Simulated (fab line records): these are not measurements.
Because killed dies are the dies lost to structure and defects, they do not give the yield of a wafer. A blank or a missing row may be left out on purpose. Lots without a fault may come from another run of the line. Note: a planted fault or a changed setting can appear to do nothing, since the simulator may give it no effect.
A struck lot beside a sound one    flow nandHarc    43 steps out of a route of 1302
Sound: wafers L307.1, L307.3, L307.6. Wafers struck: L323.3, L323.4, L323.6. The cause comes at the end.
Each step with rows lists, per side, the tool, then ch with its chambers, then its first start. Under that, the readings that differ: sound wafers    struck wafers    difference of the means    sigmas: that difference in standard deviations of wafers without a fault.
alike: words and numbers the same on both sides, and readings whose means are apart by under 2 such deviations; not compared: readings that were withheld, readings missing a value for some wafer, numbers with overlapping values and no deviation given by the record, and bounds like >300 which may hide the same value.
A row with sigmas, a row that says differs or no value, or rows on one side alone: a step with any of these is where the two part. When numbers do not overlap yet have no deviation, they are printed without sigmas and do not part them. A reading missing from all wafers of one side parts the sides only when that side holds two or more wafers.

NHARC_P_ZERO_WELL_CD_MEAS_11: the cd target is 500 nm.
  sound on cdSem-01 ch 0, day 4 19:35; struck on cdSem-03 ch 0, day 11 11:15
  alike: cdNm
then, 1 step without rows for these wafers: NHARC_P_ZERO_WELL_HARDBAKE_12 (time 65 s).
NHARC_P_ZERO_WELL_DESCUM_13: chemistry O2, time 3 s.
  sound on rieDiel-05 ch 0,1,2, day 4 19:45; struck on rieDiel-02 ch 0,2,3, day 11 11:25
  alike: chamberPressureMTorr, drypumpMotorCurrentA, o2FlowSccm, oesProductAu, rfVppV, showerheadPlenumPTorr, throttleValvePct
  not compared: rfHoursCounterH
NHARC_P_ZERO_WELL_ETCH_65: etches the open film in N2/H2, target depth 80 nm, overetch 24 nm, time 87.88 s.
  sound on rieDiel-05 ch 0,2,3, day 4 19:50; struck on rieDiel-02 ch 0,1,3, day 11 11:30
  alike: chamberPressureMTorr, drypumpMotorCurrentA, oesProductAu, rfVppV, showerheadPlenumPTorr, throttleValvePct
  not compared: rfHoursCounterH
NHARC_P_ZERO_WELL_ETCH_62: etches the open film in CHF3/Ar, target depth 13 nm, time 6.5 s.
  sound on rieDiel-05 ch 0,1,2; struck on rieDiel-02 ch 0,2
reading              sound              struck             difference  sigmas
oesProductAu (a.u.)  0.967 0.974 0.977  0.922 0.924 0.927  -0.048      -3
  alike: chamberPressureMTorr, drypumpMotorCurrentA, rfVppV, showerheadPlenumPTorr, throttleValvePct
  not compared: rfHoursCounterH
NHARC_P_ZERO_WELL_ETCH_63: etches the open film in HBr/Cl2, target depth 120 nm, time 40.1 s.
  sound on rieSi-04 ch 1,2,3, day 4 20:05; struck on rieSi-04 ch 1,2, day 11 11:40
  alike: chamberPressureMTorr, drypumpMotorCurrentA, mfcCl2Sccm, oesProductAu, throttleValvePct
  not compared: rfHoursCounterH
then, 6 steps without rows for these wafers: NHARC_P_ZERO_WELL_STRIP_15 (strips in SPM, time 900 s); NHARC_P_ZERO_WELL_DEHYDRATE_16 (time 120 s); NHARC_P_ZERO_WELL_HMDS_17 (time 30 s); NHARC_P_ZERO_WELL_COAT_18; NHARC_P_ZERO_WELL_SOFTBAKE_19 (time 95 s); NHARC_P_ZERO_WELL_EBR_20.
NHARC_P_ZERO_WELL_EXPOSE_21: exposes mask P NWELL, target cd 720 nm.
  sound on krfScanner-04 ch 0, day 4 20:52; struck on krfScanner-03, day 11 12:26
  no value came back on the struck wafers for exposureDoseMJCm2, focusOffsetNm (nm); on the sound wafers exposureDoseMJCm2 reads 22.331 22.316 22.339
  alike: mask
then, 2 steps without rows for these wafers: NHARC_P_ZERO_WELL_PEB_22 (peb time 85 s); NHARC_P_ZERO_WELL_DEVELOP_23 (time 70 s).
NHARC_P_ZERO_WELL_CD_MEAS_24: the cd target is 720 nm.
  sound on cdSem-01 ch 0, day 4 21:01; struck on cdSem-02 ch 0, day 11 12:35
reading    sound              struck  difference                     sigmas
cdNm (nm)  720.7 718.1 719.6  - - -   no value on the struck wafers  
then, 1 step without rows for these wafers: NHARC_P_ZERO_WELL_HARDBAKE_25 (time 80 s).
NHARC_P_ZERO_WELL_DESCUM_26: chemistry O2, time 3 s.
  sound on rieDiel-03 ch 0,1, day 4 21:10; struck on rieDiel-03 ch 0,1,2, day 11 12:46
reading                      sound              struck             difference  sigmas
model.P_ZERO_WELL.cdNm (nm)  719.8 717.8 718.8  499.9 502.5 499.1  -218.3      
  alike: chamberPressureMTorr, drypumpMotorCurrentA, o2FlowSccm, oesProductAu, rfVppV, showerheadPlenumPTorr, throttleValvePct
  not compared: rfHoursCounterH
then, 12 steps without rows for these wafers: NHARC_P_ZERO_WELL_IMPLANT_27; NHARC_P_ZERO_WELL_IMPLANT_57; NHARC_P_ZERO_WELL_IMPLANT_58; NHARC_P_ZERO_WELL_STRIP_28 (strips in SPM, time 840 s); NHARC_P_ZERO_WELL_DEHYDRATE_29 (time 120 s); NHARC_P_ZERO_WELL_HMDS_30 (time 30 s); NHARC_P_ZERO_WELL_COAT_31; NHARC_P_ZERO_WELL_SOFTBAKE_32 (time 95 s); NHARC_P_ZERO_WELL_EBR_33; NHARC_P_ZERO_WELL_EXPOSE_34 (exposes mask P PWELL, target cd 720 nm); NHARC_P_ZERO_WELL_PEB_35 (peb time 85 s); NHARC_P_ZERO_WELL_DEVELOP_36 (time 70 s).
NHARC_P_ZERO_WELL_CD_MEAS_37: the cd target is 720 nm.
  sound on cdSem-01 ch 0, day 4 22:32; struck on cdSem-02 ch 0, day 11 14:07
  alike: cdNm
then, 1 step without rows for these wafers: NHARC_P_ZERO_WELL_HARDBAKE_38 (time 80 s).
NHARC_P_ZERO_WELL_DESCUM_39: chemistry O2, time 3 s.
  sound on rieDiel-05 ch 0,1,3, day 4 22:43; struck on rieDiel-03 ch 1,2,3, day 11 14:17
  alike: chamberPressureMTorr, drypumpMotorCurrentA, o2FlowSccm, oesProductAu, rfVppV, showerheadPlenumPTorr, throttleValvePct
  not compared: rfHoursCounterH
then, 9 steps without rows for these wafers: NHARC_P_ZERO_WELL_IMPLANT_40; NHARC_P_ZERO_WELL_IMPLANT_59; NHARC_P_ZERO_WELL_IMPLANT_60; NHARC_P_ZERO_WELL_STRIP_41 (strips in SPM, time 840 s); NHARC_P_ZERO_WELL_DEHYDRATE_44 (time 120 s); NHARC_P_ZERO_WELL_HMDS_45 (time 30 s); NHARC_P_ZERO_WELL_COAT_46; NHARC_P_ZERO_WELL_SOFTBAKE_47 (time 95 s); NHARC_P_ZERO_WELL_EBR_48.
NHARC_P_ZERO_WELL_INSPECT_43:
  sound on defectInspect-02, day 5 01:59; struck on defectInspect-01, day 11 17:33
reading         sound     struck          difference  sigmas
rawDefectCount  12 12 22  1076 1104 1130  +1088       +99 or more

WHERE THEY PART
Last at NHARC_P_ZERO_WELL_INSPECT_43 as far as this record goes, first at NHARC_P_ZERO_WELL_ETCH_62.

WHY: what the simulator had put in
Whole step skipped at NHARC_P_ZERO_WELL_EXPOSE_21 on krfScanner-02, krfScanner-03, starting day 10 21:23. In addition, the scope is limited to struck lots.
